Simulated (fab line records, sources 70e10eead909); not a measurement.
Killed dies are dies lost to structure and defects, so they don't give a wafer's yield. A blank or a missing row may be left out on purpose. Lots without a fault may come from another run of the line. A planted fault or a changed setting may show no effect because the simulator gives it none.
Which tool did it? | flow nand_harc | 14 lots, 42 wafers sampled, at 5 steps of a route of 1302

WHAT THE GAUGES READ, wafer by wafer
NHARC_P_M0_CD_MEAS_16. Usual: cd_nm 90.3 nm, standard deviation 0.82.
lot  | measured     | on        | cd_nm (nm)     | flag
L558 | day 6 07:46  | cd_sem-03 | 91.1 90.9 91.0 |
L557 | day 6 08:28  | cd_sem-02 | 90.2 90.4 88.9 |
L559 | day 6 19:40  | cd_sem-02 | 90.6 89.8 91.4 |
L560 | day 7 11:11  | cd_sem-02 | 91.1 90.1 91.1 |
L561 | day 7 21:50  | cd_sem-02 | 90.2 89.5 88.5 |
L562 | day 8 02:40  | cd_sem-01 | 89.1 90.9 91.1 |
L569 | day 11 00:21 | cd_sem-03 | 89.0 90.8 92.1 |
L570 | day 11 14:16 | cd_sem-03 | 90.4 89.0 90.0 |
L571 | day 12 02:42 | cd_sem-03 | 92.1 89.3 91.5 |
L572 | day 12 05:27 | cd_sem-01 | 89.7 90.1 89.9 |
L574 | day 13 08:41 | cd_sem-03 | 90.3 90.2 89.8 |
L575 | day 13 15:03 | cd_sem-02 | 90.1 89.3 90.0 |
L576 | day 14 02:58 | cd_sem-03 | 89.5 89.3 89.1 |
L579 | day 15 12:29 | cd_sem-03 | 90.1 89.3 91.1 |

NHARC_P_M1_CD_MEAS_09: target cd 130 nm. Usual: cd_nm 129.9 nm, standard deviation 0.79.
lot  | measured     | on        | cd_nm (nm)        | flag
L558 | day 6 11:15  | cd_sem-03 | 130.9 130.5 130.5 |
L557 | day 6 12:17  | cd_sem-01 | 129.1 128.7 129.5 |
L559 | day 6 23:16  | cd_sem-03 | 129.3 129.2 129.5 |
L560 | day 7 14:46  | cd_sem-01 | 131.2 129.9 130.5 |
L561 | day 8 01:26  | cd_sem-03 | 130.1 129.8 130.7 |
L562 | day 8 06:14  | cd_sem-02 | 129.3 130.0 129.4 |
L569 | day 11 04:05 | cd_sem-02 | 97.5 97.2 97.3    | OFF
L570 | day 11 17:42 | cd_sem-03 | 105.7 105.9 106.0 | OFF
L571 | day 12 06:20 | cd_sem-01 | 130.5 130.1 129.9 |
L572 | day 12 08:54 | cd_sem-02 | 129.1 130.2 129.3 |
L574 | day 13 12:19 | cd_sem-03 | 127.6 128.8 128.3 |
L575 | day 13 18:35 | cd_sem-03 | 128.5 129.2 129.1 |
L576 | day 14 06:40 | cd_sem-03 | 130.8 131.1 130.8 |
L579 | day 15 16:11 | cd_sem-02 | 129.8 129.8 128.8 |

NHARC_P_M1_INSPECT_11. Usual: raw_defect_count 4.4, standard deviation 2.7.
lot  | measured     | on                | raw_defect_count | flag
L558 | day 6 11:22  | defect_inspect-01 | 4 7 5            |
L557 | day 6 12:25  | defect_inspect-01 | 1 2 4            |
L559 | day 6 23:24  | defect_inspect-02 | 6 3 4            |
L560 | day 7 14:53  | defect_inspect-02 | 2 4 2            |
L561 | day 8 01:33  | defect_inspect-02 | 2 5 2            |
L562 | day 8 06:22  | defect_inspect-02 | 5 8 2            |
L569 | day 11 04:13 | defect_inspect-01 | 3 2 1            |
L570 | day 11 17:49 | defect_inspect-01 | 4 7 3            |
L571 | day 12 06:27 | defect_inspect-02 | 0 5 2            |
L572 | day 12 09:01 | defect_inspect-01 | 6 1 1            |
L574 | day 13 12:26 | defect_inspect-02 | 6 5 9            |
L575 | day 13 18:42 | defect_inspect-01 | 5 4 6            |
L576 | day 14 06:48 | defect_inspect-02 | 7 6 7            |
L579 | day 15 16:19 | defect_inspect-01 | 6 6 7            |

WHICH TOOL RAN EACH LOT (tool, then ch and the chambers of the sampled wafers, then the start)
lot  | NHARC_P_M0_PRE_CLEAN_29                 | NHARC_P_M1_EXPOSE_06
L558 | pvd_sputter-03, day 6 11:07 or earlier  | arfi_scanner-01 ch 0, day 6 11:07
L557 | pvd_sputter-03, day 6 12:09 or earlier  | arfi_scanner-03 ch 0, day 6 12:09
L559 | pvd_sputter-01, day 6 23:08 or earlier  | arfi_scanner-01 ch 0, day 6 23:08
L560 | pvd_sputter-01, day 7 14:37 or earlier  | arfi_scanner-01 ch 0, day 7 14:37
L561 | pvd_sputter-03, day 8 01:17 or earlier  | arfi_scanner-02 ch 0, day 8 01:17
L562 | pvd_sputter-02, day 8 06:06 or earlier  | arfi_scanner-03 ch 0, day 8 06:06
L569 | pvd_sputter-03, day 11 03:56 or earlier | arfi_scanner-03 ch 0, day 11 03:56
L570 | pvd_sputter-02, day 11 17:34 or earlier | arfi_scanner-03 ch 0, day 11 17:34
L571 | pvd_sputter-02, day 12 06:11 or earlier | arfi_scanner-02 ch 0, day 12 06:11
L572 | pvd_sputter-01, day 12 08:46 or earlier | arfi_scanner-02 ch 0, day 12 08:46
L574 | pvd_sputter-02, day 13 12:11 or earlier | arfi_scanner-02 ch 0, day 13 12:11
L575 | pvd_sputter-03, day 13 18:26 or earlier | arfi_scanner-02 ch 0, day 13 18:26
L576 | pvd_sputter-02, day 14 06:32 or earlier | arfi_scanner-01 ch 0, day 14 06:32
L579 | pvd_sputter-01, day 15 16:03 or earlier | arfi_scanner-01 ch 0, day 15 16:03
- NHARC_P_M0_PRE_CLEAN_29: time 30 s.
- NHARC_P_M1_EXPOSE_06: exposes mask P M1, target cd 130 nm.

WHAT THE TOOLS THEMSELVES READ (means of the sampled wafers that have a number; where no wafer has one, the mark that the record gives instead)
NHARC_P_M0_PRE_CLEAN_29. Usual: heater_power_w 413 W, standard deviation 42.
lot  | tool           | heater_power_w (W) | flag
L558 | pvd_sputter-03 | 374                |
L557 | pvd_sputter-03 | 399                |
L559 | pvd_sputter-01 | 364                |
L560 | pvd_sputter-01 | 379                |
L561 | pvd_sputter-03 | 384                |
L562 | pvd_sputter-02 | 426                |
L569 | pvd_sputter-03 | 392                |
L570 | pvd_sputter-02 | 433                |
L571 | pvd_sputter-02 | 447                |
L572 | pvd_sputter-01 | 422                |
L574 | pvd_sputter-02 | 457                |
L575 | pvd_sputter-03 | 406                |
L576 | pvd_sputter-02 | 438                |
L579 | pvd_sputter-01 | 435                |

NHARC_P_M1_EXPOSE_06. Usual: exposure_dose_mJ_cm2 81.80, standard deviation 0.096.
lot  | tool            | exposure_dose_mJ_cm2 | flag
L558 | arfi_scanner-01 | 81.87                |
L557 | arfi_scanner-03 | 81.69                |
L559 | arfi_scanner-01 | 81.81                |
L560 | arfi_scanner-01 | 81.91                |
L561 | arfi_scanner-02 | 81.76                |
L562 | arfi_scanner-03 | 81.76                |
L569 | arfi_scanner-03 | 48.05                | OFF
L570 | arfi_scanner-03 | 54.75                | OFF
L571 | arfi_scanner-02 | 81.81                |
L572 | arfi_scanner-02 | 81.84                |
L574 | arfi_scanner-02 | 81.73                |
L575 | arfi_scanner-02 | 81.88                |
L576 | arfi_scanner-01 | 81.87                |
L579 | arfi_scanner-01 | 81.77                |

THE ANSWER, worked out from the rows above alone
Rule: a lot is off if the mean of its wafers that have a number lies more than 3 standard deviations from the usual mean. A lot without any number at a reading at which 4 lots or more have one is off too. The other lots that the step has rows for count as sound. The gauges are gone through in route order, then the tools' own readings, and for those a lot's mean is taken as printed above. The first step at which some lot is off is used, and at that step the reading that is off furthest; a lot without a number counts as furthest.
Off: L569, L570, at NHARC_P_M1_CD_MEAS_09 (cd_nm).
A tool fits if, at a process step before that reading, it ran every lot that is off, and no sound lot after the first of them. The gauges at NHARC_P_M1_CD_MEAS_09 aren't tried: what is off there is off at NHARC_P_M1_EXPOSE_06 too, on other tools, and a gauge's error can't cause that. NHARC_P_M0_PRE_CLEAN_29 gives no start for some lots, so the hours and the order of its lots are those of NHARC_P_M1_EXPOSE_06. One fits: arfi_scanner-03 at NHARC_P_M1_EXPOSE_06. Its last sound lot is L562 (day 8 06:06), its first lot that is off L569 (day 11 03:56): a fault that began between those two fits.
The tool's own readings at NHARC_P_M1_EXPOSE_06 bear it out: on the lots that are off they differ by more than 5 times the standard deviation of the sound lots' means. exposure_dose_mJ_cm2 reads 51.40 there against 81.81 on the sound lots.

WHAT THE SIMULATOR HAD PUT IN
Process parameter drift: arfi_scanner-03, from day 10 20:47 on, at NHARC_P_M1_EXPOSE_06. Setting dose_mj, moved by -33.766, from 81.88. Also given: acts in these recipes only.
Lots struck among those shown: L569, L570. The rule above found the same.
